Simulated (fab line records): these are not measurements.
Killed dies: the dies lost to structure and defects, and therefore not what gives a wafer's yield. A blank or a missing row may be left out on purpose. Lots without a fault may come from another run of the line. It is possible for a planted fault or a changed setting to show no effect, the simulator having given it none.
Which tool was responsible? | flow n5Finfet | 9 lots with 25 wafers sampled at 2 steps, on a route of 1938 steps

== WHAT EACH GAUGE READ, for each wafer ==
N5_BEOL_M4_INSPECT_30: inspects for defects (brightfield).
lot  | measured     | on               | rawDefectCount
L644 | day 7 20:37  | defectInspect-02 | 371 343 374
L651 | day 10 18:37 | defectInspect-02 | 204 269 294
L653 | day 11 05:46 | defectInspect-01 | 267 316 323
L652 | day 11 07:25 | defectInspect-01 | 352 361 350
L663 | day 13 08:29 | defectInspect-02 | 378 481
L664 | day 13 11:38 | defectInspect-02 | 346 409
L665 | day 15 02:09 | defectInspect-02 | 317 344 331
L666 | day 15 02:20 | defectInspect-02 | 366 341 306
L667 | day 15 03:09 | defectInspect-01 | 302 315 391

== EACH LOT AND THE TOOL THAT RAN IT (in order: tool; ch and the chambers of the sampled wafers; start) ==
lot  | N5_BEOL_M4_ETCH_64
L644 | rieDiel-04 ch 0,3, day 7 19:51
L651 | rieDiel-04 ch 2,3, day 10 17:44
L653 | rieDiel-03 ch 0,1,2, day 11 05:00
L652 | rieDiel-04 ch 2,3, day 11 06:37
L663 | rieDiel-03 ch 1,3, day 13 07:36
L664 | rieDiel-04 ch 0,2, day 13 10:51
L665 | rieDiel-03 ch 0,1, day 15 01:16
L666 | rieDiel-04 ch 0,1,3, day 15 01:22
L667 | rieDiel-01 ch 0,2,3, day 15 02:16
- N5_BEOL_M4_ETCH_64: etches SOC in N2/H2, target depth 75 nm, overetch 22.5 nm, time 121.9 s.

== THE ANSWER, worked out from the rows above alone ==
Rule: what is usual is taken from the lots themselves. The widest of any qualifying gaps counts: lots, ordered by their means at a reading, are off when they make up no more than a third of the lots, leave a main group of 4 or more, and stand apart from it by 3 or more times the standard deviation of that group's means. Not used: any main group whose means are identical at the precision the tables above print for the reading. A lot without any number at a reading at which 4 lots or more have one is off too. All remaining lots with rows at the step are treated as sound.
Across all readings shown, no lot is off: no conclusion can be drawn from this.

== WHAT WAS PUT IN BY THE SIMULATOR ==
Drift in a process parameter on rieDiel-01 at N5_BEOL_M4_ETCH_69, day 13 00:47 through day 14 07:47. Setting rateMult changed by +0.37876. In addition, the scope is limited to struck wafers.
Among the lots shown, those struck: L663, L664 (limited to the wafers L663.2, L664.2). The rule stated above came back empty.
